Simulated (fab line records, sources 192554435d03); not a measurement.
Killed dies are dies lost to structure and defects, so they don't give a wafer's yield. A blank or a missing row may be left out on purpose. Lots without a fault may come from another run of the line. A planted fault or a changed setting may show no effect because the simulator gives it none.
fab line records | flow n5_finfet
record lots=7 wafers=39
route steps=1938 shown DUMMY_GATE@243 HKMG_FIN@412 MOL_CONTACT_COAG@559 BEOL_M0_SAQP@676 BEOL_M0_CUTY@711 BEOL_M0@715 BEOL_M2@857
start_h: hours from the record's first day to the start of the lot's first wafer shown | wait_h: hours since the lot's step before | " the same as in the row above | L1.1+2: a row that stands for several wafers | - no value, or no start given | * or withheld: withheld | < > ~ a bound
route shown NAME@n: a module of which the file shows steps, and the number in the route of the first | usual: mean/standard deviation of fault-free wafers | same: alike in all rows | chamber/n: place in a boat | sites: the reading at each site | _std_site: their standard deviation | _edge_site: outer sites' mean less inner sites' | radius_mm: how far each site lies from the wafer's centre | mask NAME#n: copy n | behind: the tool/chamber that last shaped the wafer | hold: why the lot was held/for how many hours/how that ended | device: the transistor (n, p or np) that didn't switch | end of line: the same wafers' tests at the end of the route | a step without rows: its recipe alone | killed: dies lost to structure and defects at the first sort, not the wafer's yield | map: a wafer's dies, x killed, . not, _ none there
set.NAME: the setting as run; set.NAME@STEP: as run at that earlier step | model.NAME: the simulator's own value behind a step, which no gauge read
lots whose settings were changed on purpose; a table a step, a row a wafer
## steps
# step N5_DUMMY_GATE_ETCH_31
# recipe chemistry=C4F6/O2 target=SiO2 mask_material=SOC target_depth_a=825 time_s=27.5 ion_energy_ev=250 pressure_mtorr=30 source_w=345 bias_w=185 Ar_flow_sccm=300 C4F6_flow_sccm=10 O2_flow_sccm=10
# columns lot.wafer tool chamber start_h wait_h set.target_depth_a model.etch.depth_nm model.SOC_of_DUMMY_GATE_COAT_34.thk_nm
L074.1 rie_diel-01 1 46.31 0.0 825 81.8 51.6
L074.2 " 2 " " 825 79.27 51.8
L074.3 " 3 " " 825 85.1 51.2
L074.4 " 0 " " 1154 109.7 48.8
L074.5 " 2 " " 1154 111.5 48.6
L074.6 " 1 " " 1154 116 48.4
L078.1 rie_diel-03 2 70.44 0.0 825 80.76 52
L078.2 " 0 " " 825 83.06 51.6
L078.3 " 3 " " 825 85.16 51.4
L078.4 " 1 " " 825 80.68 52
L078.5 " 0 " " 825 83.05 51.6
L078.6 " 3 " " 825 85.48 51.6
L090.1 rie_diel-01 3 145.97 0.0 1153 119.2 48
L090.2 " 2 " " 1153 113.8 48.6
L090.3 " 1 " " 1153 114.9 48.6
L090.4 " 0 " " 825 79.4 52
L090.5 " 0 " " 825 78.86 52
L090.6 " 1 " " 825 82.94 51.8
L091.1 rie_diel-04 0 148.47 0.0 825 82.01 52
L091.2 " 2 " " 363.5 36.11 56.6
L091.3 " 3 " " 825 82.49 52.2
L091.4 " 1 " " 825 81.77 52
L091.5 " 3 " " 363.5 36.42 56.6
L091.6 " 0 " " 363.5 36.23 56.6
L094.2 rie_diel-04 1 165.36 0.0 825 81.56 51.4
L094.4 " 0 " " 825 82.1 51.6
L094.6 " 0 " " 825 82.57 51.4
L095.1 rie_diel-03 3 171.77 0.0 825 85.22 51.6
L095.2 " 1 " " 825 81.25 52
L095.3 " 2 " " 825 79.9 52
L095.4 " 0 " " 825 82.28 51.8
L095.5 " 0 " " 825 81.73 51.8
L095.6 " 1 " " 825 80.6 51.8
L097.1 rie_diel-03 3 183.94 0.0 825 87.63 51.2
L097.2 " 2 " " 1311 129.5 47
L097.3 " 0 " " 1311 132.5 46.2
L097.4 " 1 " " 825 81.56 51.6
L097.5 " 2 " " 1311 129.8 47
L097.6 " 3 " " 825 87.49 51.6
# step N5_DUMMY_GATE_STRIP_41
# recipe chemistry=O2 power_w=400 temp_c=40 pressure_mtorr=30 rf_frequency_hz=6e+07 bias_power_w=0 overash_fraction=0.3 o2_flow_sccm=225
# step N5_DUMMY_GATE_HM_OPEN_21
# recipe chemistry=CH3F/O2 target=SiNx target_depth_a=1200 Ar_flow_sccm=150 CH3F_flow_sccm=30 O2_flow_sccm=23 time_s=171.4 pressure_mtorr=30 source_w=395 bias_w=73 ion_energy_ev=120.7
# step N5_DUMMY_GATE_ETCH_32
# recipe chemistry=CF4 target=SiO2 target_depth_a=35 time_s=3.9 ion_energy_ev=350 pressure_mtorr=10 icp_w=800 bias_w=400 cf4_flow_sccm=80
# step N5_DUMMY_GATE_ETCH_23
# recipe chemistry=HBr/Cl2/O2 HBr_flow_sccm=150 Cl2_flow_sccm=80 O2_flow_sccm=12 bias_w=102 target_depth_a=410 time_s=22.3 target=poly-Si mask_material=SiO2 pressure_mtorr=10 icp_w=800
# step N5_DUMMY_GATE_ETCH_44
# recipe chemistry=HBr/O2 over_etch_frac=0.7 target_depth_a=1275 stop_on=SiO2 ion_energy_ev=60 bias_w=20 target=poly-Si mask_material=SiO2 pressure_mtorr=20 icp_w=400 HBr_flow_sccm=120 O2_flow_sccm=10
# usual oes_product_au=0.730/0.013
# columns lot.wafer tool chamber start_h wait_h set.target_depth_a@DUMMY_GATE_ETCH_31 oes_product_au
L074.1 rie_si-06 1 46.64 0.0 825 0.719
L074.2 " 3 " " 825 0.728
L074.3 " 2 " " 825 0.725
L074.4 " 0 " " 1154 0.749
L074.5 " 3 " " 1154 0.726
L074.6 " 0 " " 1154 0.743
L078.1 rie_si-06 0 70.78 0.0 825 0.742
L078.2 " 1 " " 825 0.721
L078.3 " 3 " " 825 0.722
L078.4 " 2 " " 825 0.723
L078.5 " 0 " " 825 0.747
L078.6 " 3 " " 825 0.721
L090.1 rie_si-03 1 146.31 0.0 1153 0.719
L090.2 " 3 " " 1153 0.747
L090.3 " 0 " " 1153 0.724
L090.4 " 2 " " 825 0.710
L090.5 " 3 " " 825 0.735
L090.6 " 2 " " 825 0.718
L091.1 rie_si-03 0 148.81 0.0 825 0.722
L091.2 " 3 " " 363.5 0.380
L091.3 " 2 " " 825 0.722
L091.4 " 1 " " 825 0.718
L091.5 " 2 " " 363.5 0.367
L091.6 " 3 " " 363.5 0.382
L094.2 rie_si-05 0 165.69 0.0 825 0.742
L094.4 " 3 " " 825 0.728
L094.6 " 3 " " 825 0.718
L095.1 rie_si-03 1 172.11 0.0 825 0.734
L095.2 " 3 " " 825 0.734
L095.3 " 2 " " 825 0.711
L095.4 " 0 " " 825 0.711
L095.5 " 0 " " 825 0.712
L095.6 " 1 " " 825 0.720
L097.1 rie_si-03 0 184.27 0.0 825 0.720
L097.2 " 2 " " 1311 0.713
L097.3 " 3 " " 1311 0.747
L097.4 " 1 " " 825 0.724
L097.5 " 0 " " 1311 0.722
L097.6 " 1 " " 825 0.720
# step N5_HKMG_FIN_ALD_79
# recipe material=TiN target_thk_a=15 temp_c=400 ald_precursor_family=TiCl4 ald_co_reactant=NH3 pulse_time_s=1 purge_time_s=3 co_reactant_purge_time_s=2 co_reactant_pulse_time_s=2 ald_cycles=68 pressure_torr=3
# columns lot.wafer tool chamber start_h wait_h set.ald_cycles model.TiN_of_HKMG_FIN_ALD_79.thk_nm
L074.1+3+5 ald_metal-02 2,0,0 71.67 0.0 46 1
L074.2 " 1 " " 68 1.4
L074.4+6 " 3 " " 68 1.6
L078.1+4+5 ald_metal-03 3,1,2 96.66 0.0 68 1.4
L078.2+3+6 " 2,0,3 " " 45 1
L090.1+5+6 ald_metal-02 1,0,1 170.67 0.0 85 1.8
L090.2+3+4 " 3,0,2 " " 68 1.6
L091.1+2+3+4+5+6 ald_metal-02 3,0,2,1,1,2 174.29 0.0 68 1.6
L094.2+4+6 ald_metal-03 0,3,2 190.42 0.0 68 1.4
L095.1+2+4+6 ald_metal-02 3,2,1,1 197.25 0.0 68 1.4
L095.3+5 " 0,2 " " 68 1.6
L097.1+3 ald_metal-02 1,0 214.34 0.0 68 1.4
L097.2 " 2 " " 68 1.6
L097.4+5+6 " 3,3,2 " " 47 1
# step N5_HKMG_FIN_CVD_62
# recipe material=a-Si target_thk_a=30 temp_c=500 precursor=Si2H6 pressure_torr=1 time_s=20.8
# step N5_HKMG_FIN_RTA_80
# recipe temp_c=withheld time_s=2 ambient=N2 idle_temp_c=600 ramp_up_c_per_s=150 ramp_down_c_per_s=60 cool_to_c=600
# step N5_HKMG_FIN_PRECLEAN_64
# recipe chemistry=dHF time_s=30 temp_c=25 dilution=withheld
# step N5_HKMG_FIN_WET_ETCH_65
# recipe chemistry=TMAH temp_c=70 conc_wt_pct=5 target=a-Si stop_on=TiN time_s=49 target_depth_nm=3
# columns lot.wafer tool chamber start_h wait_h set.ald_cycles@HKMG_FIN_ALD_79 model.TiN_of_HKMG_FIN_ALD_79.thk_nm
L074.1+3+5 wet_bench-03 3,2,4 72.32 0.0 46 0.8
L074.2+4+6 " 5,6,1 " " 68 1.2
L078.1+4+5 wet_bench-06 1,0,2 97.31 0.0 68 1.2
L078.2+3+6 " 3,5,4 " " 45 0.8
L090.1+5+6 wet_bench-06 5,1,4 171.43 0.0 85 1.6
L090.2 " 7 " " 68 1.2
L090.3+4 " 6,0 " " 68 1.4
L091.1+3+4+6 wet_bench-05 2,1,4,3 175.06 0.0 68 1.4
L091.2+5 " 0,5 " " 68 1.2
L094.2+4+6 wet_bench-06 6,0,1 191.07 0.0 68 1.2
L095.1+2+3+4+5+6 wet_bench-06 5,1,0,3,2,4 197.91 0.0 68 1.2
L097.1+2+3 wet_bench-03 1,6,4 214.99 0.0 68 1.2
L097.4+5+6 " 2,5,3 " " 47 0.8
# step N5_MOL_CONTACT_COAG_ALD_27
# recipe material=SiOC target_thk_a=170 temp_c=400 ald_precursor_family=carbosiloxane ald_co_reactant=H2-plasma pulse_time_s=1.5 time_s=2720 purge_time_s=2 co_reactant_purge_time_s=2 ald_cycles=340 pressure_torr=2
# columns lot.wafer tool chamber start_h wait_h set.ald_cycles model.SiOC_of_MOL_CONTACT_COAG_ALD_27.thk_nm
L074.1+4+6 ald_sin-02 1,3,3 95.06 0.0 434 21.6
L074.2+3+5 " 0,2,2 " " 340 17
L078.1+4+6 ald_sin-01 1,2,1 118.64 0.0 423 21.2
L078.2+3+5 " 3,0,0 " " 340 17
L090.1+2+3+4+5 ald_sin-01 1,0,2,3,3 195.22 0.0 340 17
L090.6 " 0 " " 340 16.8
L091.1+2+6 ald_sin-02 0,1,0 198.32 0.0 340 17
L091.3 " 2 " " 520 25.8
L091.4+5 " 3 " " 520 26
L094.2+4 ald_sin-04 2,3 212.09 0.1 340 17
L094.6 " 0 " " 340 16.8
L095.1 ald_sin-02 3 217.92 0.0 340 16.8
L095.2+3+6 " 2,1,3 " " 480 24
L095.4+5 " 0 " " 340 17
L097.1+2+3+5+6 ald_sin-01 0,1,3,2,1 238.66 0.0 340 17
L097.4 " 2 " " 340 16.8
# step N5_BEOL_M0_SAQP_SPACER2_ALD_26
# recipe material=SiO2 target_thk_a=150 temp_c=300 ald_precursor_family=BDEAS ald_co_reactant=O2-plasma pulse_time_s=1 purge_time_s=2 co_reactant_purge_time_s=2 pressure_torr=2
# columns lot.wafer tool chamber start_h wait_h set.target_thk_a model.SiO2_of_BEOL_M0_SAQP_SPACER2_ALD_26.thk_nm
L074.1+2+3+4+5+6 ald_sin-02 3,2,0,1,3,2 110.07 0.1 150 15
L078.1+2+3+4+5+6 ald_sin-03 0,1,3,2,0,1 132.62 0.1 150 15
L090.1+3+4 ald_sin-02 2,3,0 211.87 0.1 150 15
L090.2+6 " 1,0 " " 178.5 17.8
L090.5 " 3 " " 178.5 18
L091.1+3 ald_sin-01 0,3 214.25 0.1 182.3 18.2
L091.2 " 1 " " 182.3 18.4
L091.4+5+6 " 2,1,0 " " 150 15
L094.2+4+6 ald_sin-02 0,2,3 229.27 0.1 150 15
L095.1+3 ald_sin-01 0,1 231.99 0.1 210.7 21
L095.2+6 " 2,1 " " 150 15
L095.4 " 3 " " 150 14.8
L095.5 " 2 " " 210.7 21.2
L097.1+2+5 ald_sin-03 3,0,0 257.19 1.4 150 15
L097.3+4+6 " 2,1,1 " " 72.98 7.2
# step N5_BEOL_M0_SAQP_SPACER2_ETCHBACK_27
# recipe chemistry=CHF3/O2 mode=anisotropic_etchback target=SiO2 target_depth_a=225 time_s=11.25 pressure_mtorr=30 source_w=650 bias_w=170 Ar_flow_sccm=200 CHF3_flow_sccm=50 O2_flow_sccm=5 ion_energy_ev=200
# step N5_BEOL_M0_SAQP_MANDREL2_REMOVE_110
# recipe chemistry=HBr/Cl2/O2 bt_time_s=10 target=a-Si stop_on=SiCN endpoint=OES-SiCl over_etch_frac=1 icp_w=600 bias_w=30 HBr_flow_sccm=150 Cl2_flow_sccm=80 O2_flow_sccm=5 pressure_mtorr=10
# columns lot.wafer tool chamber start_h wait_h set.target_thk_a@BEOL_M0_SAQP_SPACER2_ALD_26 model.BEOL_M0_SAQP.cd_nm
L074.1+2+4+5 rie_si-03 0,3,2,0 110.71 0.1 150 15
L074.3+6 " 1 " " 150 14.8
L078.1+2+3+4+5+6 rie_si-05 2,0,1,3,3,0 133.35 0.1 150 15
L090.1 rie_si-06 1 212.51 0.1 150 14.8
L090.2 " 3 " " 178.5 17.6
L090.3+4 " 2,0 " " 150 15
L090.5+6 " 1,0 " " 178.5 17.8
L091.1 rie_si-03 2 214.94 0.1 182.3 18
L091.2+3 " 0,3 " " 182.3 18.2
L091.4 " 1 " " 150 14.8
L091.5 " 2 " " 150 15
L091.6 " 3 " " 150 15.2
L094.2+6 rie_si-06 3 229.91 0.1 150 15
L094.4 " 1 " " 150 14.8
L095.1+3+5 rie_si-03 0,2,0 232.64 0.1 210.7 21
L095.2+4+6 " 1,3,1 " " 150 14.8
L097.1+2 rie_si-05 1,3 258.10 0.1 150 15
L097.3+4+6 " 2,0,1 " " 72.98 7.2
L097.5 " 0 " " 150 14.8
# step N5_BEOL_M0_SAQP_CD_MEAS_29
# recipe target_cd_nm=14.4 landing_energy_ev=1000 detector=se_inlens
# usual cd_nm=14.95/0.21
# columns lot.wafer tool chamber start_h wait_h set.target_thk_a@BEOL_M0_SAQP_SPACER2_ALD_26 cd_nm
L074.1 cd_sem-02 0 110.81 0.1 150 14.93
L074.2 " 0 " " 150 15.07
L074.3 " 0 " " 150 15.00
L074.4 " 0 " " 150 14.83
L074.5 " 0 " " 150 14.79
L074.6 " 0 " " 150 14.79
L078.1 cd_sem-02 0 133.46 0.1 150 14.89
L078.2 " 0 " " 150 14.92
L078.3 " 0 " " 150 15.02
L078.4 " 0 " " 150 15.20
L078.5 " 0 " " 150 14.84
L078.6 " 0 " " 150 15.39
L090.1 cd_sem-02 0 212.62 0.1 150 14.67
L090.2 " 0 " " 178.5 17.42
L090.3 " 0 " " 150 14.93
L090.4 " 0 " " 150 14.87
L090.5 " 0 " " 178.5 17.84
L090.6 " 0 " " 178.5 17.82
L091.1 cd_sem-03 0 215.05 0.1 182.3 18.15
L091.2 " 0 " " 182.3 -
L091.3 " 0 " " 182.3 18.33
L091.4 " 0 " " 150 14.85
L091.5 " 0 " " 150 -
L091.6 " 0 " " 150 -
L094.2 cd_sem-02 0 230.02 0.1 150 15.05
L094.4 " 0 " " 150 15.00
L094.6 " 0 " " 150 14.78
L095.1 cd_sem-03 0 232.75 0.1 210.7 20.79
L095.2 " 0 " " 150 14.77
L095.3 " 0 " " 210.7 20.95
L095.4 " 0 " " 150 15.21
L095.5 " 0 " " 210.7 21.15
L095.6 " 0 " " 150 14.87
L097.1 cd_sem-01 0 258.22 0.1 150 15.21
L097.2 " 0 " " 150 14.98
L097.3 " 0 " " 72.98 7.34
L097.4 " 0 " " 72.98 6.99
L097.5 " 0 " " 150 14.83
L097.6 " 0 " " 72.98 7.41
# step N5_BEOL_M0_SAQP_COAT_69
# recipe resist=SOC temp_c=250 time_s=60 spin_rpm=1500 resist_thk_nm=90
# step N5_BEOL_M0_SAQP_COAT_72
# recipe resist=SiARC temp_c=220 time_s=60 spin_rpm=1500 resist_thk_nm=15
# step N5_BEOL_M0_CUTY_DESCUM_61
# recipe chemistry=O2 time_s=7.9 source_power_w=50 bias_power_w=20 pressure_mtorr=20 rf_frequency_hz=2.712e+07 temp_c=40 resist=CAR-ArF-block o2_flow_sccm=225
# step N5_BEOL_M0_CUTY_ETCH_62
# recipe chemistry=CF4 target=SiARC mask_material=CAR-ArF-block time_s=58.5 ion_energy_ev=80 pressure_mtorr=40 source_w=545 bias_w=36 Ar_flow_sccm=100 cf4_flow_sccm=100 ends=cleared
# step N5_BEOL_M0_CUTY_ETCH_63
# recipe chemistry=N2/H2 target=SOC target_depth_a=827 overetch_a=165 mask_material=SiARC temp_c=40 ion_energy_ev=200 time_s=124 pressure_mtorr=30 source_w=840 bias_w=150 n2_flow_sccm=200 h2_flow_sccm=200
# columns lot.wafer tool chamber start_h wait_h set.target_thk_a@BEOL_M0_SAQP_SPACER2_ALD_26 model.SiO2_of_BEOL_M0_SAQP_SPACER2_ALD_26.thk_nm
L074.1+3+5 rie_diel-06 2,3,0 112.77 0.0 150 7.2
L074.2+4+6 " 0,1,3 " " 150 7
L078.1+6 rie_diel-06 2 135.33 0.0 150 7.2
L078.2+3+4+5 " 3,1,0,1 " " 150 7
L090.1 rie_diel-02 3 214.55 0.0 150 7
L090.2+5+6 " 1,3,1 " " 178.5 10
L090.3+4 " 0 " " 150 7.2
L091.1+3 rie_diel-02 0,3 217.36 0.0 182.3 10.4
L091.2 " 1 " " 182.3 10.6
L091.4 " 0 " " 150 7.2
L091.5 " 3 " " 150 7
L091.6 " 1 " " 150 7.4
L094.2+4+6 rie_diel-02 3,0,0 232.57 0.0 150 7.2
L095.1+5 rie_diel-05 0,3 234.84 0.0 210.7 13.2
L095.2 " 1 " " 150 7
L095.3 " 2 " " 210.7 13.4
L095.4 " 3 " " 150 6.8
L095.6 " 2 " " 150 7.2
L097.1+2+5 rie_diel-05 2,0,0 260.32 0.0 150 7.2
L097.3+4+6 " 1,3,3 " " 72.98 1.6
# step N5_BEOL_M0_CUTY_STRIP_64
# recipe chemistry=N2/H2 temp_c=40 n2_flow_sccm=200 h2_flow_sccm=200 rf_frequency_hz=6e+07
# step N5_BEOL_M0_ETCH_138
# recipe chemistry=CH3F/O2 target_depth_a=120 target=SiCN time_s=31.6 ion_energy_ev=120 pressure_mtorr=30 source_w=395 bias_w=75 Ar_flow_sccm=150 CH3F_flow_sccm=30 O2_flow_sccm=20 ends=cleared
# columns lot.wafer tool chamber start_h wait_h set.target_thk_a@BEOL_M0_SAQP_SPACER2_ALD_26 model.SiO2_of_BEOL_M0_SAQP_SPACER2_ALD_26.thk_nm
L074.1+2+3+4+5+6 rie_diel-06 2,0,3,1,0,3 112.89 0.0 150 5.2
L078.1+3 rie_diel-06 2,1 135.45 0.0 150 5.2
L078.2+4+5+6 " 3,0,1,2 " " 150 5
L090.1 rie_diel-02 3 214.67 0.0 150 5
L090.2+5+6 " 1,3,1 " " 178.5 8
L090.3 " 0 " " 150 5.4
L090.4 " 0 " " 150 5.2
L091.1+3 rie_diel-02 0,3 217.48 0.0 182.3 8.4
L091.2 " 1 " " 182.3 8.6
L091.4 " 0 " " 150 5.2
L091.5 " 3 " " 150 5
L091.6 " 1 " " 150 5.4
L094.2+4+6 rie_diel-02 3,0,0 232.69 0.0 150 5.2
L095.1+3 rie_diel-05 0,2 234.96 0.0 210.7 11.4
L095.2 " 1 " " 150 5
L095.4 " 3 " " 150 4.8
L095.5 " 3 " " 210.7 11.2
L095.6 " 2 " " 150 5.2
L097.1+2 rie_diel-05 2,0 260.45 0.0 150 5.4
L097.3+4+6 " 1,3,3 " " 72.98 0.8
L097.5 " 0 " " 150 5.2
# step N5_BEOL_M0_HM_OPEN_105
# recipe chemistry=Cl2/BCl3 target_depth_a=120 target=TiN ion_energy_ev=150 pressure_mtorr=10 icp_w=1000 bias_w=126 Cl2_flow_sccm=53.25 bcl3_flow_sccm=21.75 Ar_flow_sccm=25
# columns lot.wafer tool chamber start_h wait_h set.target_thk_a@BEOL_M0_SAQP_SPACER2_ALD_26 model.SiO2_of_BEOL_M0_SAQP_SPACER2_ALD_26.thk_nm
L074.1+2+3+4+6 rie_metal-02 0,1,0,1,1 118.52 5.6 150 2.8
L074.5 " 0 " " 150 2.6
L078.1+3 rie_metal-02 1 138.32 2.8 150 2.8
L078.2+4+5+6 " 0,0,0,1 " " 150 2.6
L090.1 rie_metal-01 1 216.12 1.4 150 2.6
L090.2+5+6 " 0,0,1 " " 178.5 5.6
L090.3 " 0 " " 150 3
L090.4 " 1 " " 150 2.8
L091.1+3 rie_metal-02 0,1 217.59 0.1 182.3 6
L091.2 " 1 " " 182.3 6.2
L091.4+6 " 0,1 " " 150 2.8
L091.5 " 0 " " 150 2.6
L094.2+4+6 rie_metal-02 1,0,0 234.04 1.3 150 2.8
L095.1+3 rie_metal-03 0 237.33 2.3 210.7 9
L095.2 " 1 " " 150 2.6
L095.4 " 1 " " 150 2.4
L095.5 " 0 " " 210.7 8.8
L095.6 " 1 " " 150 2.8
L097.1 rie_metal-01 0 261.09 0.6 150 3
L097.2+5 " 1,0 " " 150 2.8
L097.3+4+6 " 0,1,1 " " 72.98 0.4
# step N5_BEOL_M2_DESCUM_16
# recipe chemistry=O2 time_s=7 source_power_w=50 bias_power_w=20 pressure_mtorr=20 rf_frequency_hz=2.712e+07 temp_c=40 resist=CAR-EUV o2_flow_sccm=225
# columns lot.wafer tool chamber start_h wait_h set.time_s model.CAR-EUV_of_BEOL_M2_COAT_05.thk_nm
L074.1+2+3+4+5+6 rie_diel-05 0,3,2,1,2,3 133.14 0.0 7 26
L078.1+5 rie_diel-02 2,3 159.36 0.0 10.66 24.2
L078.2+3 " 3 " " 7 26.2
L078.4 " 2 " " 7 26
L078.6 " 2 " " 10.66 24.4
L091.1+2+3+4+5+6 rie_diel-02 0,2,3,1,1,2 238.21 0.0 7 26
L090.1+2+3+5+6 rie_diel-06 3,2,0,2,1 245.03 0.0 7 26.2
L090.4 " 1 " " 7 26
L094.2+4 rie_diel-02 2,3 269.27 0.1 7 26.2
L094.6 " 0 " " 7 26
L095.1+2 rie_diel-05 3,1 273.22 0.1 10.24 24.4
L095.3 " 2 " " 10.24 24.6
L095.4+5+6 " 0,3,2 " " 7 26
L097.1+2+3+5+6 rie_diel-05 0,1,3,3,1 284.62 0.0 7 26
L097.4 " 0 " " 7 26.2
## key
split step=N5_DUMMY_GATE_ETCH_31 setting=target_depth_a stated=825 by=wafer
response step=N5_DUMMY_GATE_ETCH_31 reading=model.etch.depth_nm change=+0.803 per=1% r=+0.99
response step=N5_DUMMY_GATE_ETCH_31 reading=model.SOC_of_DUMMY_GATE_COAT_34.thk_nm change=-0.0808 per=1% r=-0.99
response step=N5_DUMMY_GATE_ETCH_44 reading=oes_product_au shape=bent at_lowest=0.376 at_stated=0.724 at_highest=0.728
split step=N5_HKMG_FIN_ALD_79 setting=ald_cycles stated=68 by=wafer
response step=N5_HKMG_FIN_ALD_79 reading=model.TiN_of_HKMG_FIN_ALD_79.thk_nm change=+0.0133 per=1% r=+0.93
response step=N5_HKMG_FIN_WET_ETCH_65 reading=model.TiN_of_HKMG_FIN_ALD_79.thk_nm change=+0.0121 per=1% r=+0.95
split step=N5_MOL_CONTACT_COAG_ALD_27 setting=ald_cycles stated=340 by=wafer
response step=N5_MOL_CONTACT_COAG_ALD_27 reading=model.SiOC_of_MOL_CONTACT_COAG_ALD_27.thk_nm change=+0.17 per=1% r=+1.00
split step=N5_BEOL_M0_SAQP_SPACER2_ALD_26 setting=target_thk_a stated=150 by=wafer
response step=N5_BEOL_M0_SAQP_SPACER2_ALD_26 reading=model.SiO2_of_BEOL_M0_SAQP_SPACER2_ALD_26.thk_nm change=+0.152 per=1% r=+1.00
response step=N5_BEOL_M0_SAQP_MANDREL2_REMOVE_110 reading=model.BEOL_M0_SAQP.cd_nm change=+0.151 per=1% r=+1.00
response step=N5_BEOL_M0_SAQP_CD_MEAS_29 reading=cd_nm change=+0.151 per=1% r=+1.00
response step=N5_BEOL_M0_CUTY_ETCH_63 reading=model.SiO2_of_BEOL_M0_SAQP_SPACER2_ALD_26.thk_nm change=+0.131 per=1% r=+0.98
response step=N5_BEOL_M0_ETCH_138 reading=model.SiO2_of_BEOL_M0_SAQP_SPACER2_ALD_26.thk_nm change=+0.12 per=1% r=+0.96
response step=N5_BEOL_M0_HM_OPEN_105 reading=model.SiO2_of_BEOL_M0_SAQP_SPACER2_ALD_26.thk_nm shape=bent at_lowest=0.4 at_stated=2.741 at_highest=8.933
split step=N5_BEOL_M2_DESCUM_16 setting=time_s stated=7 by=wafer
response step=N5_BEOL_M2_DESCUM_16 reading=model.CAR-EUV_of_BEOL_M2_COAT_05.thk_nm change=-0.0346 per=1% r=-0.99
